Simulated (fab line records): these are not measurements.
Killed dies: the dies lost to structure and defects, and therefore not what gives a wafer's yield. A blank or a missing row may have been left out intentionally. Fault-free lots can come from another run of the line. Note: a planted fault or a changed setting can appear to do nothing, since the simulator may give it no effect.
fab line records    flow n5Finfet
record lots=6  wafers=16  lastDay=17
route steps=1938 shown GATE_CUT@487 BEOL_M4@1111 PASSIVATION@1936
lots that met no fault: taken from a fault-free run of the same line
startH: start of the lot's first displayed wafer, in hours after the record's first day    waitH: hours from the lot's prior step to this one    " identical to the entry in the row above    L1.1+2: several wafers, shown together as one row    - either no value or no given start    * or withheld: withheld    < > ~ a bound
route shown NAME@n: NAME is a module with steps in the file, n the number in the route of the first one    usual: mean and standard deviation over wafers with no fault    same: alike in all rows    chamber/n: place in a boat    sites: the reading at each site    _std_site: how widely they spread, as a standard deviation    _edge_site: the outer-site mean with the inner-site mean subtracted    radiusMm: how far each site lies from the wafer's centre    mask NAME#n: copy n    behind: the most recent tool/chamber to have shaped the wafer    hold: why the lot was held/for how many hours/how that ended    device: which transistor (n, p or np) failed to switch    end of line: tests of these same wafers at the route's end    a step given without rows: its recipe and nothing more    killed: dies lost to structure and defects at the first sort, not the wafer's yield    map: the dies of a wafer, with x for killed, . for not killed, _ for no die there
set.NAME: the setting as run; set.NAME@STEP: as run at that earlier step    model.NAME: the simulator's own value behind a step, which no gauge read
a table for each step, a row for each wafer; lots at some steps of the route
services: the hour from which a tool's chamber was out of use, counted from the record's first day as startH (under 0 if before that day), plus the number of hours and why
## steps
# step N5_GATE_CUT_CD_MEAS_13
# recipe targetCdNm=20  landingEnergyEv=500  detector=seInlens
# usual cdNm=19.93/0.27
lot.wafer  tool      chamber  startH  waitH  cdNm
L578.2     cdSem-01  0        84.52   -      19.26
L578.3     "         0        "       "      19.92
L578.5     "         0        "       "      19.65
L585.3     cdSem-03  0        127.72  -      20.34
L585.6     "         0        "       "      19.79
L589.1     cdSem-02  0        150.49  -      19.94
L589.5     "         0        "       "      19.85
L593.2     cdSem-02  0        174.39  -      19.67
L593.5     "         0        "       "      20.00
L593.6     "         0        "       "      19.88
L600.2     cdSem-01  0        215.26  -      19.89
L600.3     "         0        "       "      20.02
L600.6     "         0        "       "      20.09
L601.1     cdSem-01  0        220.72  -      19.86
L601.3     "         0        "       "      19.66
L601.6     "         0        "       "      19.86
# step N5_GATE_CUT_OVL_MEAS_14
# recipe pointsPerWafer=522
# usual GATE_CUT_OVL=-0.2/0.71
lot.wafer  tool        chamber  startH  waitH  GATE_CUT_OVL[nm]
L578.2     overlay-02  0        84.55   0.0    0.0
L578.3     "           0        "       "      -0.9
L578.5     "           0        "       "      -0.2
L585.3     overlay-01  0        127.76  0.0    -0.7
L585.6     "           0        "       "      -1.2
L589.1     overlay-02  0        150.52  0.0    -0.8
L589.5     "           0        "       "      -0.9
L593.2     overlay-02  0        174.42  0.0    0.3
L593.5     "           0        "       "      -0.4
L593.6     "           0        "       "      -0.7
L600.2     overlay-01  0        215.29  0.0    -0.7
L600.3     "           0        "       "      1.5
L600.6     "           0        "       "      -0.3
L601.1     overlay-02  0        220.75  0.0    0.8
L601.3     "           0        "       "      0.5
L601.6     "           0        "       "      0.4
# step N5_GATE_CUT_INSPECT_15
# recipe mode=adi  inspectInstrument=brightfield
# usual rawDefectCount=120/40
lot.wafer  tool              chamber  startH  waitH  rawDefectCount
L578.2     defectInspect-02  -        84.60   0.0    235
L578.3     "                 -        "       "      192
L578.5     "                 -        "       "      133
L585.3     defectInspect-01  -        127.81  0.0    90
L585.6     "                 -        "       "      139
L589.1     defectInspect-01  -        150.58  0.1    87
L589.5     "                 -        "       "      73
L593.2     defectInspect-01  -        174.48  0.0    112
L593.5     "                 -        "       "      102
L593.6     "                 -        "       "      118
L600.2     defectInspect-01  -        215.34  0.0    123
L600.3     "                 -        "       "      167
L600.6     "                 -        "       "      126
L601.1     defectInspect-01  -        220.81  0.1    73
L601.3     "                 -        "       "      110
L601.6     "                 -        "       "      126
# step N5_GATE_CUT_DESCUM_18
# recipe chemistry=O2  timeS=7  sourcePowerW=50  biasPowerW=20  pressureMtorr=20  rfFrequencyHz=2.712e+07  tempC=40  resist=CAR-EUV  o2FlowSccm=225
# usual drypumpMotorCurrentA=5.84/0.24  o2FlowSccm=225.0/0.65  oesProductAu=0.77/0.073  rfVppV=242.8/1.6  showerheadPlenumPTorr=2.08/0.083  throttleValvePct=20.54/0.19
lot.wafer  tool        chamber  startH  waitH  drypumpMotorCurrentA  o2FlowSccm  oesProductAu  rfHoursCounterH  rfVppV  showerheadPlenumPTorr  throttleValvePct
L578.2     rieDiel-05  1        84.95   0.3    5.65                  225.5       0.70          213              242.4   2.08                   20.51
L578.3     "           2        "       "      5.80                  226.0       0.92          29               245.5   2.24                   20.57
L578.5     "           1        "       "      5.68                  226.2       0.70          -                244.7   2.08                   20.49
L585.3     rieDiel-05  1        127.84  0.0    5.66                  225.3       0.70          225              241.8   2.08                   20.51
L585.6     "           0        "       "      5.81                  224.6       0.70          -                242.7   2.07                   20.85
L589.1     rieDiel-05  3        150.69  0.1    5.98                  224.8       0.77          141              241.4   2.01                   20.56
L589.5     "           1        "       "      5.68                  224.9       0.70          -                242.6   2.08                   20.53
L593.2     rieDiel-04  0        174.51  0.0    5.53                  224.7       0.73          186              241.9   1.99                   20.48
L593.5     "           3        "       "      6.22                  224.7       0.74          -                241.9   2.08                   20.70
L593.6     "           0        "       "      5.54                  225.4       0.73          -                242.1   1.99                   20.46
L600.2     rieDiel-03  1        215.38  0.0    5.56                  225.0       0.74          185              241.8   2.00                   20.52
L600.3     "           0        "       "      6.31                  224.2       0.71          190              242.6   2.09                   20.77
L600.6     "           0        "       "      6.30                  226.1       0.71          -                242.9   2.09                   20.77
L601.1     rieDiel-03  3        220.84  0.0    5.78                  225.4       0.96          8                246.5   2.24                   20.14
L601.3     "           0        "       "      6.28                  224.1       0.72          192              244.5   2.09                   20.79
L601.6     "           3        "       "      5.78                  225.1       0.96          -                244.8   2.24                   20.13
# step N5_GATE_CUT_ETCH_28
# recipe chemistry=N2/H2  target=underlayer  targetDepthA=130  maskMaterial=CAR-EUV  timeS=10.4  ionEnergyEv=200  pressureMtorr=30  sourceW=840  biasW=150  n2FlowSccm=200  h2FlowSccm=200  ends=cleared
# usual drypumpMotorCurrentA=5.85/0.24  etchRfOnTimeS=10.38/0.15  oesProductAu=0.65/0.062  rfVppV=523.4/2.8  showerheadPlenumPTorr=2.52/0.096  throttleValvePct=17.97/0.19
lot.wafer  tool        chamber  startH  waitH  drypumpMotorCurrentA  etchRfOnTimeS  oesProductAu  rfHoursCounterH  rfVppV  showerheadPlenumPTorr  throttleValvePct
L578.2     rieDiel-05  1        84.99   0.0    5.66                  10.71          0.59          213              523.8   2.52                   17.94
L578.3     "           2        "       "      5.81                  10.32          0.79          29               528.8   2.71                   17.98
L578.5     "           1        "       "      5.66                  10.67          0.60          -                523.4   2.52                   17.96
L585.3     rieDiel-05  1        127.88  0.0    5.69                  10.66          0.59          225              522.0   2.51                   17.98
L585.6     "           0        "       "      5.82                  10.34          0.61          -                524.7   2.52                   18.25
L589.1     rieDiel-05  3        150.73  0.0    6.01                  10.50          0.64          141              521.5   2.44                   17.89
L589.5     "           1        "       "      5.66                  10.55          0.59          -                523.0   2.51                   17.98
L593.2     rieDiel-04  0        174.55  0.0    5.52                  10.41          0.62          186              520.4   2.41                   17.93
L593.5     "           3        "       "      6.22                  10.56          0.62          -                524.4   2.54                   18.16
L593.6     "           0        "       "      5.51                  10.45          0.62          -                519.6   2.41                   17.93
L600.2     rieDiel-03  1        215.41  0.0    5.62                  10.36          0.64          185              521.3   2.44                   18.19
L600.3     "           0        "       "      6.29                  10.48          0.61          190              524.4   2.52                   18.17
L600.6     "           0        "       "      6.27                  10.44          0.61          -                525.3   2.52                   18.18
L601.1     rieDiel-03  3        220.88  0.0    5.77                  10.10          0.83          8                529.0   2.71                   17.50
L601.3     "           0        "       "      6.28                  10.36          0.61          192              524.1   2.52                   18.19
L601.6     "           3        "       "      5.79                  10.10          0.83          -                528.3   2.71                   17.50
# step N5_GATE_CUT_ETCH_36
# recipe chemistry=CF4  target=SiARC  targetDepthA=130  maskMaterial=CAR-EUV  timeS=21.7  ionEnergyEv=80  pressureMtorr=40  sourceW=545  biasW=36  Ar_flow_sccm=100  cf4FlowSccm=100  ends=cleared
# step N5_GATE_CUT_ETCH_37
# recipe chemistry=N2/H2  target=SOC  targetDepthA=600  overetchA=120  maskMaterial=SiARC  tempC=40  timeS=90  ionEnergyEv=200  pressureMtorr=30  sourceW=840  biasW=150  n2FlowSccm=200  h2FlowSccm=200
# usual drypumpMotorCurrentA=5.85/0.24  oesProductAu=0.69/0.061  rfVppV=523.2/3  showerheadPlenumPTorr=2.52/0.096  throttleValvePct=17.95/0.19
lot.wafer  tool        chamber  startH  waitH  drypumpMotorCurrentA  oesProductAu  rfHoursCounterH  rfVppV  showerheadPlenumPTorr  throttleValvePct
L578.2     rieDiel-05  1        85.03   0.0    5.68                  0.63          214              524.2   2.52                   17.94
L578.3     "           2        "       "      5.82                  0.81          29               527.9   2.71                   17.94
L578.5     "           1        "       "      5.67                  0.63          -                524.1   2.52                   17.92
L585.3     rieDiel-05  1        127.92  0.0    5.67                  0.62          225              523.5   2.51                   17.96
L585.6     "           0        "       "      5.83                  0.63          -                523.0   2.52                   18.20
L589.1     rieDiel-05  3        150.77  0.0    5.99                  0.68          141              521.2   2.44                   17.86
L589.5     "           1        "       "      5.68                  0.62          -                524.2   2.51                   17.97
L593.2     rieDiel-04  0        174.59  0.0    5.55                  0.65          186              521.3   2.41                   17.90
L593.5     "           3        "       "      6.21                  0.67          -                524.2   2.54                   18.13
L593.6     "           0        "       "      5.57                  0.65          -                519.7   2.41                   17.89
L600.2     rieDiel-03  1        215.46  0.0    5.56                  0.66          185              519.8   2.44                   18.15
L600.3     "           0        "       "      6.23                  0.65          190              522.3   2.52                   18.17
L600.6     "           0        "       "      6.26                  0.65          -                524.6   2.52                   18.15
L601.1     rieDiel-03  3        220.92  0.0    5.80                  0.85          8                530.2   2.71                   17.47
L601.3     "           0        "       "      6.27                  0.64          192              523.2   2.52                   18.17
L601.6     "           3        "       "      5.78                  0.85          -                529.9   2.71                   17.48
# step N5_GATE_CUT_STRIP_38
# recipe chemistry=N2/H2  tempC=40  n2FlowSccm=200  h2FlowSccm=200  rfFrequencyHz=6e+07
# step N5_GATE_CUT_STRIP_39
# recipe chemistry=N2/H2  tempC=40  n2FlowSccm=200  h2FlowSccm=200  rfFrequencyHz=6e+07
# step N5_GATE_CUT_HM_OPEN_40
# recipe chemistry=C4F6/O2  target=SiO2  maskMaterial=SiARC  targetDepthA=1390  timeS=85.1  ionEnergyEv=250  pressureMtorr=30  sourceW=345  biasW=185  Ar_flow_sccm=300  C4F6_flow_sccm=10  O2_flow_sccm=10  ends=cleared
# usual O2_flow_sccm=10.00/0.033  drypumpMotorCurrentA=5.85/0.24  etchRfOnTimeS=94.2/1.7  oes_o_777_au=0.77/0.074  oesProductAu=0.69/0.064  rfVppV=663/13  showerheadPlenumPTorr=2.83/0.1  throttleValvePct=21.07/0.18
lot.wafer  tool        chamber  startH  waitH  O2_flow_sccm  drypumpMotorCurrentA  etchRfOnTimeS  oes_o_777_au  oesProductAu  rfHoursCounterH  rfVppV  showerheadPlenumPTorr  throttleValvePct
L578.2     rieDiel-05  1        85.12   0.0    10.08         5.66                  95.3           0.73          0.63          214              649     2.83                   21.01
L578.3     "           2        "       "      10.02         5.80                  94.9           0.95          0.82          29               643     3.04                   21.11
L578.5     "           1        "       "      10.04         5.67                  96.4           0.72          0.63          -                650     2.83                   21.01
L585.3     rieDiel-05  1        128.01  0.0    9.93          5.67                  92.2           0.71          0.64          225              651     2.83                   21.04
L585.6     "           0        "       "      9.97          5.81                  93.3           0.71          0.64          -                658     2.82                   21.34
L589.1     rieDiel-05  3        150.86  0.0    9.99          5.98                  94.5           0.74          0.68          141              661     2.76                   21.21
L589.5     "           1        "       "      9.97          5.68                  97.6           0.72          0.61          -                649     2.83                   21.03
L593.2     rieDiel-04  0        174.68  0.0    10.03         5.55                  94.0           0.73          0.65          186              659     2.73                   21.07
L593.5     "           3        "       "      10.01         6.20                  94.6           0.74          0.68          -                661     2.84                   21.26
L593.6     "           0        "       "      9.98          5.52                  95.5           0.73          0.65          -                660     2.73                   21.06
L600.2     rieDiel-03  1        215.54  0.0    9.97          5.58                  92.7           0.75          0.67          185              654     2.74                   21.11
L600.3     "           0        "       "      10.05         6.26                  93.8           0.72          0.65          190              680     2.82                   21.20
L600.6     "           0        "       "      9.99          6.27                  94.2           0.72          0.64          -                682     2.82                   21.21
L601.1     rieDiel-03  3        221.01  0.0    9.96          5.79                  93.2           0.97          0.86          8                682     3.04                   20.71
L601.3     "           0        "       "      10.01         6.28                  93.8           0.72          0.65          192              681     2.82                   21.20
L601.6     "           3        "       "      10.02         5.79                  93.4           0.98          0.87          -                682     3.04                   20.70
# step N5_GATE_CUT_STRIP_41
# recipe chemistry=CF4  resist=SiARC  powerW=300  biasPowerW=75  pressureMtorr=50  cf4FlowSccm=150  rfFrequencyHz=6e+07
# step N5_GATE_CUT_STRIP_42
# recipe chemistry=O2  powerW=400  tempC=40  pressureMtorr=30  rfFrequencyHz=6e+07  biasPowerW=0  overashFraction=0.3  o2FlowSccm=225
# usual drypumpMotorCurrentA=5.85/0.24  o2FlowSccm=224.9/0.69  oesProductAu=0.77/0.074  rfVppV=3.7/0.5  showerheadPlenumPTorr=2.08/0.083  throttleValvePct=16.78/0.19
lot.wafer  tool        chamber  startH  waitH  drypumpMotorCurrentA  o2FlowSccm  oesProductAu  rfHoursCounterH  rfVppV  showerheadPlenumPTorr  throttleValvePct
L578.2     rieDiel-05  1        85.20   0.0    5.67                  224.7       0.70          214              3.5     2.09                   16.74
L578.3     "           2        "       "      5.80                  224.5       0.92          29               4.2     2.24                   16.71
L578.5     "           1        "       "      5.67                  225.0       0.70          -                3.6     2.09                   16.76
L585.3     rieDiel-05  1        128.09  0.0    5.66                  223.8       0.70          225              3.9     2.08                   16.77
L585.6     "           0        "       "      5.82                  225.2       0.69          -                3.7     2.08                   17.10
L589.1     rieDiel-05  3        150.94  0.0    5.99                  224.9       0.76          141              4.1     2.01                   16.85
L589.5     "           1        "       "      5.69                  224.9       0.69          -                3.9     2.08                   16.78
L593.2     rieDiel-04  0        174.76  0.0    5.52                  225.0       0.72          186              3.7     1.99                   16.70
L593.5     "           3        "       "      6.20                  224.1       0.75          -                3.7     2.08                   16.93
L593.6     "           0        "       "      5.49                  225.2       0.72          -                3.8     1.99                   16.69
L600.2     rieDiel-03  1        215.62  0.0    5.55                  224.6       0.74          185              3.2     2.01                   16.82
L600.3     "           0        "       "      6.23                  224.5       0.72          190              3.3     2.09                   17.00
L600.6     "           0        "       "      6.27                  224.3       0.71          -                3.5     2.09                   17.01
L601.1     rieDiel-03  3        221.09  0.0    5.80                  225.7       0.97          8                3.5     2.24                   16.36
L601.3     "           0        "       "      6.28                  224.7       0.72          192              3.6     2.09                   17.00
L601.6     "           3        "       "      5.80                  224.5       0.95          -                4.0     2.24                   16.34
# step N5_GATE_CUT_ETCH_19
# recipe chemistry=CH3F/O2  target=SiNx  maskMaterial=SiO2  targetDepthA=537  timeS=76.7  pressureMtorr=30  sourceW=395  biasW=73  Ar_flow_sccm=150  CH3F_flow_sccm=30  O2_flow_sccm=20  ionEnergyEv=120  ends=cleared
# usual O2_flow_sccm=20.00/0.063  drypumpMotorCurrentA=5.84/0.24  etchRfOnTimeS=76.7/0.88  oes_o_777_au=0.77/0.071  oesProductAu=0.65/0.062  rfVppV=296/5.7  showerheadPlenumPTorr=1.99/0.075  throttleValvePct=16.46/0.18
lot.wafer  tool        chamber  startH  waitH  O2_flow_sccm  drypumpMotorCurrentA  etchRfOnTimeS  oes_o_777_au  oesProductAu  rfHoursCounterH  rfVppV  showerheadPlenumPTorr  throttleValvePct
L578.2     rieDiel-05  1        85.24   0.0    19.99         5.66                  78.6           0.71          0.59          214              291     1.99                   16.42
L578.3     "           2        "       "      20.03         5.81                  75.8           0.92          0.78          29               289     2.14                   16.42
L578.5     "           1        "       "      19.91         5.67                  78.1           0.71          0.60          -                292     1.99                   16.43
L585.3     rieDiel-05  1        128.13  0.0    19.97         5.66                  77.7           0.71          0.59          225              291     1.99                   16.45
L585.6     "           0        "       "      19.99         5.83                  114.4          0.71          0.48          -                296     1.98                   16.75
L589.1     rieDiel-05  3        150.98  0.0    19.92         5.99                  115.9          0.75          0.52          142              295     1.93                   16.53
L589.5     "           1        "       "      20.11         5.67                  78.7           0.70          0.58          -                291     1.99                   16.46
L593.2     rieDiel-04  0        174.80  0.0    20.00         5.52                  77.4           0.73          0.62          186              295     1.92                   16.46
L593.5     "           3        "       "      20.00         6.21                  76.7           0.73          0.64          -                296     2.00                   16.67
L593.6     "           0        "       "      20.02         5.51                  77.9           0.72          0.62          -                295     1.92                   16.45
L600.2     rieDiel-03  1        215.66  0.0    19.98         5.59                  77.2           0.75          0.63          185              293     1.92                   16.51
L600.3     "           0        "       "      20.11         6.27                  76.2           0.73          0.62          190              306     1.98                   16.61
L600.6     "           0        "       "      19.98         6.26                  76.1           0.73          0.61          -                305     1.98                   16.61
L601.1     rieDiel-03  3        221.13  0.0    19.97         5.74                  74.2           0.96          0.82          8                305     2.14                   16.07
L601.3     "           0        "       "      20.09         6.28                  76.4           0.73          0.61          192              304     1.98                   16.62
L601.6     "           3        "       "      20.01         5.76                  74.4           0.95          0.83          -                305     2.14                   16.05
# step N5_GATE_CUT_CUT_ETCH_53
# recipe chemistry=SF6/Cl2  target=W  maskMaterial=SiO2  targetDepthA=792  pressureMtorr=8  icpW=900  biasW=80  SF6_flow_sccm=40  Cl2_flow_sccm=60  ends=cleared
# step N5_BEOL_M4_RC_MEAS_101
# usual DIBL_N=36.8/1.5  DIBL_P=37.1/2.1  IOFF_N=0.168/0.03  IOFF_P=0.22/0.034  ION_N=679/12  ION_P=466/8  SS_N=71.7/0.58  SS_P=73.5/0.67  VT_N=248.8/2.7  VT_P=-250/3.3
lot.wafer  tool       chamber  startH  waitH  DIBL_N[mV/V]  DIBL_P[mV/V]  IOFF_N[nA/um]  IOFF_P[nA/um]  ION_N[uA/um]  ION_P[uA/um]  SS_N[mV/dec]  SS_P[mV/dec]  VT_N[mV]  VT_P[mV]
L578.2     prober-02  0        156.34  0.2    39.0          41.5          0.232          0.27           691           472           72.5          74.0          243.9     -248
L578.3     "          0        "       "      35.3          36.0          0.143          0.18           669           458           71.6          72.6          251.6     -250
L578.5     "          0        "       "      37.3          38.1          0.174          0.21           676           461           71.7          73.1          246.4     -250
L585.3     prober-02  0        207.58  0.3    37.3          36.0          0.170          0.22           692           480           71.5          72.9          248.6     -249
L585.6     "          0        "       "      37.8          37.7          0.178          0.25           695           478           72.0          73.8          247.1     -243
L589.1     prober-01  0        237.24  0.0    36.7          34.8          0.153          0.19           673           458           71.5          73.8          249.5     -255
L589.5     "          0        "       "      35.7          34.3          0.158          0.18           678           457           71.0          73.2          247.7     -254
L593.2     prober-02  0        248.67  0.2    37.2          38.2          0.199          0.22           688           458           72.1          73.5          244.9     -253
L593.5     "          0        "       "      35.6          37.3          0.161          0.20           670           466           72.2          72.8          248.6     -251
L593.6     "          0        "       "      38.1          39.1          0.201          0.22           689           468           73.6          73.5          247.7     -250
L600.2     prober-02  0        296.74  0.2    38.0          37.6          0.201          0.27           688           467           72.2          73.3          247.5     -246
L600.3     "          0        "       "      34.4          33.6          0.137          0.19           673           464           71.1          72.2          249.0     -251
L600.6     "          0        "       "      37.1          36.5          0.189          0.25           692           475           71.8          73.0          245.8     -245
L601.1     prober-01  0        314.51  0.0    36.6          37.8          0.161          0.24           677           472           71.6          73.3          247.9     -245
L601.3     "          0        "       "      37.6          37.9          0.165          0.24           670           466           71.9          74.0          251.3     -247
L601.6     "          0        "       "      36.5          36.5          0.147          0.22           673           466           71.4          73.2          250.9     -251
# step N5_PASSIVATION_PROBE_49
# usual defectLimitedYield=91.0/1.5  killed_at_M0_to_M3=34/11  killed_at_M4_up=14/5.3  killedAtContacts=13/7  killedAtFrontEnd=41/13  killedAtOther=4/3.1  killedDies=106/17  killedOpen=70/12  killedShort=35/8  sort_bin_4_leakage=0.00/0.007  sort_bin_5_function=5.2/0.98  sort_bin_6_memory=3.4/0.69  sortNPass=1074/17  sortYieldPct=91.0/1.5
# same grossDies=1180  killedAtBackSide=0  sort_bin_8_speed[%]=0
lot.wafer  tool       chamber  startH  waitH  defectLimitedYield[%]  killed_at_M0_to_M3  killed_at_M4_up  killedAtContacts  killedAtFrontEnd  killedAtOther  killedDies  killedOpen  killedShort  sort_bin_4_leakage[%]  sort_bin_5_function[%]  sort_bin_6_memory[%]  sortNPass  sortYieldPct[%]
L578.2     prober-02  -        258.43  0.1    90.9                   16                  16               19                49                7              107         68          37           0.08                   5.5                     3.2                   1072       90.8
L578.3     prober-02  -        258.48  0.1    92.8                   28                  8                7                 35                7              85          56          28           0                      4.2                     2.5                   1095       92.8
L578.5     prober-02  -        258.58  0.2    90.9                   30                  11               16                49                1              107         74          33           0                      5.7                     3.1                   1073       90.9
L585.3     prober-02  -        302.04  0.1    91.7                   33                  15               10                37                3              98          60          38           0                      5.0                     3.1                   1082       91.7
L585.6     prober-02  -        302.19  0.3    90.0                   37                  16               16                46                3              118         80          38           0                      5.6                     3.9                   1062       90.0
L589.1     prober-02  -        339.59  0.0    91.4                   15                  13               15                55                4              102         58          39           0                      4.8                     3.1                   1078       91.4
L589.5     prober-02  -        339.79  0.2    91.4                   26                  5                15                52                3              101         63          37           0                      5.4                     2.5                   1079       91.4
L593.2     prober-01  -        353.11  0.1    92.8                   23                  20               11                26                5              85          61          22           0                      4.0                     3.1                   1095       92.8
L593.5     prober-01  -        353.26  0.2    91.4                   28                  27               10                36                1              102         74          26           0                      4.4                     4.1                   1078       91.4
L593.6     prober-01  -        353.31  0.3    93.2                   26                  16               6                 32                0              80          57          22           0                      4.9                     1.6                   1100       93.2
L600.2     prober-02  -        404.85  0.1    90.1                   51                  12               19                35                0              117         81          34           0                      6.4                     3.1                   1063       90.1
L600.3     prober-02  -        404.90  0.1    88.6                   71                  9                19                36                0              135         95          38           0                      6.8                     4.3                   1045       88.6
L600.6     prober-02  -        405.05  0.3    90.6                   56                  10               11                31                3              111         68          42           0                      5.3                     3.8                   1069       90.6
L601.1     prober-02  -        409.81  0.0    93.4                   22                  9                11                34                2              78          56          22           0                      4.2                     2.2                   1102       93.4
L601.3     prober-02  -        409.91  0.1    90.8                   52                  12               4                 39                1              108         72          35           0                      5.0                     3.8                   1072       90.8
L601.6     prober-02  -        410.06  0.3    91.6                   29                  17               10                42                1              99          69          30           0                      4.2                     4.0                   1081       91.6
# killed by level:class
L578.2 MOL_CONTACT_COAG:geometricParticle:open=16 FIN_SAQP:geometricParticle:open=11 DUMMY_GATE:geometricParticle:open=11 BEOL_M4:geometricParticle:open=9 FIN_SAQP:geometricParticle:short=7 BEOL_M0_SAQP:geometricParticle:short=6 ILD0:geometricParticle:open=4 GATE_CUT:geometricParticle:open=4
L578.3 FIN_SAQP:geometricParticle:short=8 BEOL_M3:geometricParticle:open=8 DUMMY_GATE:geometricParticle:open=7 BEOL_M0_SAQP:geometricParticle:open=6 BEOL_M2:geometricParticle:open=6 BEOL_M4:geometricParticle:open=6 FIN_SAQP:geometricParticle:open=5 MOL_CONTACT_COAG:geometricParticle:open=5
L578.5 MOL_CONTACT_COAG:geometricParticle:open=14 DUMMY_GATE:geometricParticle:open=12 FIN_SAQP:geometricParticle:open=10 BEOL_M0_SAQP:geometricParticle:short=7 BEOL_M2:geometricParticle:open=7 FIN_SAQP:geometricParticle:short=5 STI_FIN_REVEAL:geometricParticle:open=5 BEOL_M0_SAQP:geometricParticle:open=5
L585.3 MOL_CONTACT_COAG:geometricParticle:open=9 BEOL_M2:geometricParticle:open=9 STI_FIN_REVEAL:geometricParticle:open=8 BEOL_M0_SAQP:geometricParticle:short=8 FIN_SAQP:geometricParticle:short=7 BEOL_M3:geometricParticle:open=6 GATE_CUT:geometricParticle:short=5 BEOL_M4:geometricParticle:open=5
L585.6 STI_FIN_REVEAL:geometricParticle:open=20 BEOL_M2:geometricParticle:open=14 MOL_CONTACT_COAG:geometricParticle:open=11 BEOL_M4:geometricParticle:open=9 BEOL_M0_SAQP:geometricParticle:open=7 GATE_CUT:geometricParticle:short=5 MOL_CONTACT_COAG:geometricParticle:short=5 FIN_SAQP:geometricParticle:short=4
L589.1 STI_FIN_REVEAL:geometricParticle:open=22 FIN_SAQP:geometricParticle:short=12 MOL_CONTACT_COAG:geometricParticle:open=11 STI_FIN_REVEAL:geometricParticle:short=7 BEOL_M0_SAQP:geometricParticle:short=6 FIN_SAQP:geometricParticle:open=5 MOL_CONTACT_COAG:geometricParticle:short=4 BEOL_M4:geometricParticle:open=4
L589.5 STI_FIN_REVEAL:geometricParticle:open=15 FIN_SAQP:geometricParticle:open=12 MOL_CONTACT_COAG:geometricParticle:open=10 FIN_SAQP:geometricParticle:short=8 BEOL_M0_SAQP:geometricParticle:open=6 MOL_CONTACT_COAG:geometricParticle:short=5 BEOL_M0_SAQP:geometricParticle:short=5 BEOL_M0:geometricParticle:short=4
L593.2 BEOL_M4:geometricParticle:open=12 MOL_CONTACT_COAG:geometricParticle:open=10 BEOL_M2:geometricParticle:open=9 STI_FIN_REVEAL:geometricParticle:open=6 DUMMY_GATE:geometricParticle:open=5 BEOL_M1:geometricParticle:open=4 BEOL_M3:geometricParticle:open=3 BEOL_M7:geometricParticle:open=3
L593.5 STI_FIN_REVEAL:geometricParticle:open=15 BEOL_M4:geometricParticle:open=15 MOL_CONTACT_COAG:geometricParticle:open=8 BEOL_M1:geometricParticle:open=7 BEOL_M2:geometricParticle:open=7 BEOL_M0_SAQP:geometricParticle:short=6 DUMMY_GATE:geometricParticle:open=5 STARTING-WAFER:geometricParticle:short=3
L593.6 BEOL_M2:geometricParticle:open=12 BEOL_M4:geometricParticle:open=8 STI_FIN_REVEAL:geometricParticle:open=7 MOL_CONTACT_COAG:geometricParticle:open=6 BEOL_M1:geometricParticle:open=5 FIN_SAQP:geometricParticle:open=4 BEOL_M4:geometricParticle:short=4 STARTING-WAFER:geometricParticle:open=4
L600.2 MOL_CONTACT_COAG:geometricParticle:open=15 BEOL_M0_SAQP:geometricParticle:open=13 FIN_SAQP:geometricParticle:open=11 BEOL_M2:geometricParticle:open=11 BEOL_M0_SAQP:geometricParticle:short=7 BEOL_M1:geometricParticle:open=7 BEOL_M4:geometricParticle:open=6 STARTING-WAFER:geometricParticle:short=6
L600.3 BEOL_M2:geometricParticle:open=22 MOL_CONTACT_COAG:geometricParticle:open=14 BEOL_M1:geometricParticle:open=12 BEOL_M0_SAQP:geometricParticle:short=12 FIN_SAQP:geometricParticle:open=11 BEOL_M0_SAQP:geometricParticle:open=11 DUMMY_GATE:geometricParticle:open=9 MOL_CONTACT_COAG:geometricParticle:short=5
L600.6 FIN_SAQP:geometricParticle:open=17 BEOL_M0_SAQP:geometricParticle:short=15 BEOL_M2:geometricParticle:open=12 BEOL_M0_SAQP:geometricParticle:open=10 FIN_SAQP:geometricParticle:short=10 MOL_CONTACT_COAG:geometricParticle:open=7 BEOL_M4:geometricParticle:open=6 BEOL_M1:geometricParticle:open=6
L601.1 STI_FIN_REVEAL:geometricParticle:open=10 MOL_CONTACT_COAG:geometricParticle:open=9 BEOL_M2:geometricParticle:open=8 BEOL_M3:geometricParticle:open=8 FIN_SAQP:geometricParticle:short=7 FIN_SAQP:geometricParticle:open=6 BEOL_M4:geometricParticle:open=5 BEOL_M2:geometricParticle:short=3
L601.3 BEOL_M1:geometricParticle:open=13 BEOL_M3:geometricParticle:open=10 BEOL_M0_SAQP:geometricParticle:open=9 STI_FIN_REVEAL:geometricParticle:open=7 BEOL_M0_SAQP:geometricParticle:short=7 STARTING-WAFER:geometricParticle:open=6 FIN_SAQP:geometricParticle:open=5 FIN_SAQP:geometricParticle:short=4
L601.6 FIN_SAQP:geometricParticle:open=12 BEOL_M0_SAQP:geometricParticle:open=12 BEOL_M4:geometricParticle:open=12 FIN_SAQP:geometricParticle:short=10 MOL_CONTACT_COAG:geometricParticle:open=9 BEOL_M3:geometricParticle:open=6 BEOL_M0_SAQP:geometricParticle:short=5 STI_FIN_REVEAL:geometricParticle:open=4
## services
tool        chamber  startH  hours  kind
rieDiel-05  -        97.29   2.8    pm
rieDiel-05  2        156.09  5.9    repair
rieDiel-03  -        158.81  0.4    repair
rieDiel-04  2        166.33  -      clean
rieDiel-04  2        166.33  -      consumableReplace:esc
rieDiel-04  2        166.33  -      consumableReplace:focusRing
rieDiel-04  2        166.33  -      consumableReplace:showerhead
rieDiel-04  2        166.33  17.8   scheduledDown
rieDiel-04  2        166.33  17.8   ventCycle
rieDiel-03  3        173.66  -      clean
rieDiel-03  3        173.66  -      consumableReplace:focusRing
rieDiel-03  3        173.66  -      consumableReplace:showerhead
rieDiel-03  3        173.66  21.4   scheduledDown
rieDiel-03  3        173.66  21.4   ventCycle
rieDiel-05  1        210.42  -      clean
rieDiel-05  1        210.42  -      consumableReplace:focusRing
rieDiel-05  1        210.42  23.2   scheduledDown
rieDiel-05  1        210.42  23.2   ventCycle
## key
firstSign step=N5_GATE_CUT_ETCH_19  reading=etchRfOnTimeS  direction=up  sigmas=44  usual=*  struck=*
effect none on later readings
metAt N5_GATE_CUT_ETCH_19
struckWafers L585.6,L589.1
onsetBetween 85.24 128.13
fault kind=processParameterDrift  tool=rieDiel-05  chamber=-  onsetH=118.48  steps=N5_GATE_CUT_ETCH_19  channel=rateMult  offset=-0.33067  shape=step  endH=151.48  scope=struckWafersOnly
